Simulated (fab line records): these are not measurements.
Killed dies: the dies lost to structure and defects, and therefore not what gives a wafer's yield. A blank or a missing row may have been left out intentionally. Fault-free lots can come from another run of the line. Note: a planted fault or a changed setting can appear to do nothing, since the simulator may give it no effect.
What tool caused it? | flow nand harc | 33 wafers from 11 lots sampled at 7 of the route's 1159 steps

== WHAT EACH GAUGE READ, for each wafer ==
NHARC_P_M1_THK_MEAS_24: measures by xrf. Usual: thk nm 157.8 nm, standard deviation 1.7.
lot  | measured     | on            | thk nm (nm)       | flag
L413 | day 6 14:58  | film metro-01 | 157.6 159.3 154.9 |
L414 | day 6 15:19  | film metro-02 | 157.1 158.9 160.5 |
L415 | day 7 00:38  | film metro-01 | 157.1 159.2 156.9 |
L416 | day 7 02:11  | film metro-01 | 155.8 157.4 155.4 |
L417 | day 7 19:13  | film metro-01 | 156.2 159.4 156.8 |
L423 | day 10 03:43 | film metro-01 | 29.4 29.2 29.2    | OFF
L426 | day 10 05:21 | film metro-01 | 28.7 30.1 28.1    | OFF
L428 | day 10 11:51 | film metro-01 | 29.7 30.7 29.5    | OFF
L433 | day 11 12:28 | film metro-01 | 161.5 159.8 161.8 |
L434 | day 11 13:16 | film metro-02 | 159.3 159.5 155.9 |
L435 | day 11 21:38 | film metro-02 | 154.7 159.7 158.0 |

NHARC_END_SORT_01. Usual: defect limited yield 95.7 %, standard deviation 1.5; killed at array 25, standard deviation 9.5; killed at other 0.8, standard deviation 1.2; killed at periphery 3.4, standard deviation 2.2; killed dies 29, standard deviation 10; killed open 3.3, standard deviation 1.8; killed short 2.1, standard deviation 1.4; sort_bin_2_pct 1.4 %, standard deviation 0.63; sort_bin_3_pct 0.22 %, standard deviation 0.2; sort_bin_4_pct 2.7 %, standard deviation 0.96; sort n pass 648, standard deviation 10; sort rim yield pct 95.6 %, standard deviation 2.8; sort yield pct 95.7 %, standard deviation 1.5.
lot  | measured     | on        | defect limited yield (%) | killed at array | killed at other | killed at periphery | killed dies | killed open | killed short | sort_bin_2_pct (%) | sort_bin_3_pct (%) | sort_bin_4_pct (%) | sort n pass | sort rim yield pct (%) | sort yield pct (%) | flag
L423 | day 23 07:20 | prober-02 | 0 0 0                    | 19 23 19        | 2 5 1           | 656 649 657         | 677 677 677 | 7 1 2       | 3 3 2        | 97.3 97.2 96.8     | 0.15 0.30 0.44     | 2.5 2.5 2.8        | 0 0 0       | 0 0 0                  | 0 0 0              | OFF
L426 | day 23 19:14 | prober-01 | 0 0 0                    | 34 30 25        | 1 4 4           | 642 643 648         | 677 677 677 | 2 1 2       | 4 1 3        | 96.3 96.3 96.9     | 0.30 0.30 0.30     | 3.4 3.4 2.8        | 0 0 0       | 0 0 0                  | 0 0 0              | OFF
L428 | day 23 21:16 | prober-02 | 0 0 0                    | 50 35 43        | 2 0 1           | 625 642 633         | 677 677 677 | 5 3 7       | 0 2 1        | 94.7 95.9 94.8     | 0 0.30 0.89        | 5.3 3.8 4.3        | 0 0 0       | 0 0 0                  | 0 0 0              | OFF
L435 | day 25 02:05 | prober-02 | 96.3 97.2 96.3           | 20 15 20        | 0 1 1           | 5 3 4               | 25 19 25    | 8 3 4       | 4 2 0        | 1.5 0.9 1.0        | 0.30 0.15 0        | 1.9 1.8 2.7        | 652 658 652 | 97.2 95.3 98.1         | 96.3 97.2 96.3     |

== TOOL THAT RAN EACH LOT (tool first, then ch and the chambers of the sampled wafers, then the start) ==
lot  | NHARC_P_M1_ETCH_35                 | NHARC_P_M1_ECD_22              | NHARC_P_M1_ANNEAL_31             | NHARC_P_M1_CMP_23             | NHARC_P_M1_PRE_CLEAN_32
L413 | rie diel-04 ch 1,3, day 6 12:38    | ecd cu-01 ch 0,1, day 6 13:59  | rtp anneal-01 ch 0, day 6 14:19  | cmp-04 ch 0,1,2, day 6 14:39  | pecvd-04 ch 0,1,2, day 6 15:11
L414 | rie diel-12 ch 0,2,3, day 6 12:59  | ecd cu-01 ch 0,1, day 6 14:19  | rtp anneal-01 ch 0, day 6 14:43  | cmp-04 ch 1,2, day 6 15:00    | pecvd-04 ch 0,1, day 6 15:34
L415 | rie diel-12 ch 0,1,2, day 6 22:19  | ecd cu-02 ch 1, day 6 23:35    | rtp anneal-02 ch 0, day 6 23:58  | cmp-01 ch 0,1,3, day 7 00:20  | pecvd-04 ch 0,2, day 7 00:53
L416 | rie diel-12 ch 0,1,2, day 6 23:52  | ecd cu-02 ch 0,1, day 7 01:10  | rtp anneal-01 ch 0, day 7 01:35  | cmp-01 ch 2,3, day 7 01:53    | pecvd-02 ch 0,1,2, day 7 02:26
L417 | rie diel-04 ch 0,3, day 7 16:52    | ecd cu-02 ch 0,1, day 7 18:16  | rtp anneal-01 ch 0, day 7 18:40  | cmp-04 ch 1,2, day 7 18:54    | pecvd-04 ch 0,2, day 7 19:43
L423 | rie diel-12 ch 0,1,3, day 10 01:20 | ecd cu-01 ch 0,1, day 10 02:41 | rtp anneal-01 ch 0, day 10 03:03 | cmp-04 ch 1,2,3, day 10 03:26 | pecvd-04 ch 0,1,2, day 10 03:56
L426 | rie diel-06 ch 1,2, day 10 03:01   | ecd cu-01 ch 0,1, day 10 04:25 | rtp anneal-02 ch 0, day 10 04:48 | cmp-04 ch 1,2,3, day 10 05:02 | pecvd-02 ch 0,1,2, day 10 05:35
L428 | rie diel-06 ch 1,3, day 10 09:31   | ecd cu-02 ch 0,1, day 10 10:48 | rtp anneal-02 ch 0, day 10 11:11 | cmp-03 ch 0,1,3, day 10 11:32 | pecvd-03 ch 0,1, day 10 12:04
L433 | rie diel-12 ch 0,1,2, day 11 10:07 | ecd cu-01 ch 0,1, day 11 11:28 | rtp anneal-01 ch 0, day 11 11:51 | cmp-04 ch 0,1,3, day 11 12:10 | pecvd-04 ch 0,1, day 11 12:41
L434 | rie diel-12 ch 1,2,3, day 11 10:56 | ecd cu-01 ch 0,1, day 11 12:13 | rtp anneal-01 ch 0, day 11 12:36 | cmp-03 ch 0,2,3, day 11 12:56 | pecvd-02 ch 0,1, day 11 13:29
L435 | rie diel-04 ch 2,3, day 11 19:19   | ecd cu-01 ch 0,1, day 11 20:45 | rtp anneal-01 ch 0, day 11 21:08 | cmp-04 ch 1,2, day 11 21:21   | pecvd-03 ch 0,1,2, day 11 21:55
- NHARC_P_M1_ETCH_35: etches the open film in N2/H2, target depth 40 nm, overetch 12 nm, time 43.94 s.
- NHARC_P_M1_ECD_22: material Cu, target thk 400 nm.
- NHARC_P_M1_ANNEAL_31: time 90 s.
- NHARC_P_M1_CMP_23: polishes, t overpolish 20 s, target thk 157.82 nm.
- NHARC_P_M1_PRE_CLEAN_32: time 12 s.

== AS READ BY THE TOOLS THEMSELVES (means over the sampled wafers that have a number; for cases with no such wafer, the mark the record gives instead) ==
NHARC_P_M1_ETCH_35. Usual: drypump motor current A 5.6 A, standard deviation 0.36; n2 flow sccm 150.0 sccm, standard deviation 0.47; oes product au 1.000 a.u., standard deviation 0.009; rf vpp V 430.7 V, standard deviation 2.3; showerhead plenum p Torr 2.04 Torr, standard deviation 0.081; throttle valve pct 14.172 %, standard deviation 0.0083.
lot  | tool        | drypump motor current A (A) | n2 flow sccm (sccm) | oes product au (a.u.) | rf vpp V (V) | showerhead plenum p Torr (Torr) | throttle valve pct (%) | flag
L413 | rie diel-04 | 5.2                         | 150.0               | 0.995                 | 432.6        | 2.10                            | 14.174                 |
L414 | rie diel-12 | 5.5                         | 149.6               | 1.008                 | 430.8        | 2.04                            | 14.185                 |
L415 | rie diel-12 | 5.7                         | 149.5               | 1.006                 | 429.9        | 2.04                            | 14.172                 |
L416 | rie diel-12 | 5.7                         | 149.4               | 1.001                 | 430.9        | 2.04                            | 14.176                 |
L417 | rie diel-04 | 5.7                         | 150.4               | 1.003                 | 430.3        | 2.00                            | 14.174                 |
L423 | rie diel-12 | 5.7                         | 150.5               | 1.008                 | 429.8        | 2.01                            | 14.164                 |
L426 | rie diel-06 | 5.1                         | 149.7               | 0.998                 | 429.8        | 2.00                            | 14.165                 |
L428 | rie diel-06 | 5.8                         | 149.7               | 0.991                 | 431.6        | 2.09                            | 14.175                 |
L433 | rie diel-12 | 5.7                         | 149.8               | 0.991                 | 430.5        | 2.04                            | 14.165                 |
L434 | rie diel-12 | 5.4                         | 150.1               | 0.991                 | 431.2        | 2.08                            | 14.168                 |
L435 | rie diel-04 | 5.6                         | 149.6               | 1.000                 | 428.3        | 1.96                            | 14.177                 |

NHARC_P_M1_ECD_22. Usual: bath heat duty pct 6.4 %, standard deviation 0.78; bath temp c 25.02 C, standard deviation 0.11.
lot  | tool      | bath heat duty pct (%) | bath temp c (C) | flag
L413 | ecd cu-01 | 6.2                    | 25.00           |
L414 | ecd cu-01 | 6.8                    | 24.96           |
L415 | ecd cu-02 | 6.0                    | 24.95           |
L416 | ecd cu-02 | 6.1                    | 25.04           |
L417 | ecd cu-02 | 6.6                    | 24.96           |
L423 | ecd cu-01 | -                      | -               | OFF
L426 | ecd cu-01 | -                      | -               | OFF
L428 | ecd cu-02 | -                      | -               | OFF
L433 | ecd cu-01 | 7.4                    | 25.07           |
L434 | ecd cu-01 | 6.5                    | 24.96           |
L435 | ecd cu-01 | 6.9                    | 24.89           |

NHARC_P_M1_ANNEAL_31. Usual: wafer_temp_C_max 226.1, standard deviation 0.32.
lot  | tool          | wafer_temp_C_max | flag
L413 | rtp anneal-01 | 226.3            |
L414 | rtp anneal-01 | 226.2            |
L415 | rtp anneal-02 | 225.8            |
L416 | rtp anneal-01 | 226.4            |
L417 | rtp anneal-01 | 226.3            |
L423 | rtp anneal-01 | 226.3            |
L426 | rtp anneal-02 | 225.8            |
L428 | rtp anneal-02 | 225.7            |
L433 | rtp anneal-01 | 226.0            |
L434 | rtp anneal-01 | 226.1            |
L435 | rtp anneal-01 | 225.9            |

NHARC_P_M1_CMP_23. Usual: motor current A 12.2 A, standard deviation 1.1; time to endpoint s 29 s, standard deviation 3.1.
lot  | tool   | motor current A (A) | time to endpoint s (s) | flag
L413 | cmp-04 | 12.6                | 30                     |
L414 | cmp-04 | 11.8                | 29                     |
L415 | cmp-01 | 13.8                | 26                     |
L416 | cmp-01 | 11.9                | 26                     |
L417 | cmp-04 | 12.2                | 25                     |
L423 | cmp-04 | 12.0                | 5                      | OFF
L426 | cmp-04 | 12.2                | 2                      | OFF
L428 | cmp-03 | 12.1                | 1                      | OFF
L433 | cmp-04 | 11.7                | 34                     |
L434 | cmp-03 | 12.5                | 31                     |
L435 | cmp-04 | 12.2                | 32                     |

NHARC_P_M1_PRE_CLEAN_32. Usual: heater power w 597 W, standard deviation 60.
lot  | tool     | heater power w (W) | flag
L413 | pecvd-04 | 583                |
L414 | pecvd-04 | 562                |
L415 | pecvd-04 | 653                |
L416 | pecvd-02 | 617                |
L417 | pecvd-04 | 576                |
L423 | pecvd-04 | 609                |
L426 | pecvd-02 | 620                |
L428 | pecvd-03 | 548                |
L433 | pecvd-04 | 503                |
L434 | pecvd-02 | 606                |
L435 | pecvd-03 | 620                |

== THE ANSWER, worked out from the rows above alone ==
Rule: take the mean of a lot's wafers that have a number; if it is more than 3 standard deviations from the usual mean, the lot is off. Also off: a lot with no number at a reading for which 4 or more lots have one. The other lots that the step has rows for count as sound. The gauges are gone through in route order, then the tools' own readings, and for those a lot's mean is taken as printed above. The first step at which some lot is off is used, and at that step the reading that is off furthest; a lot without a number counts as furthest.
Off, at NHARC_P_M1_THK_MEAS_24 on thk nm: L423, L426, L428.
A tool fits if, at a process step before that reading, it ran every lot that is off, and no sound lot after the first of them. The gauges at NHARC_P_M1_THK_MEAS_24 aren't tried: what is off there is off at NHARC_END_SORT_01 too, on other tools, and a gauge's error can't cause that. Not one of the candidates tried fits.

== WHAT HAD BEEN PUT IN BY THE SIMULATOR ==
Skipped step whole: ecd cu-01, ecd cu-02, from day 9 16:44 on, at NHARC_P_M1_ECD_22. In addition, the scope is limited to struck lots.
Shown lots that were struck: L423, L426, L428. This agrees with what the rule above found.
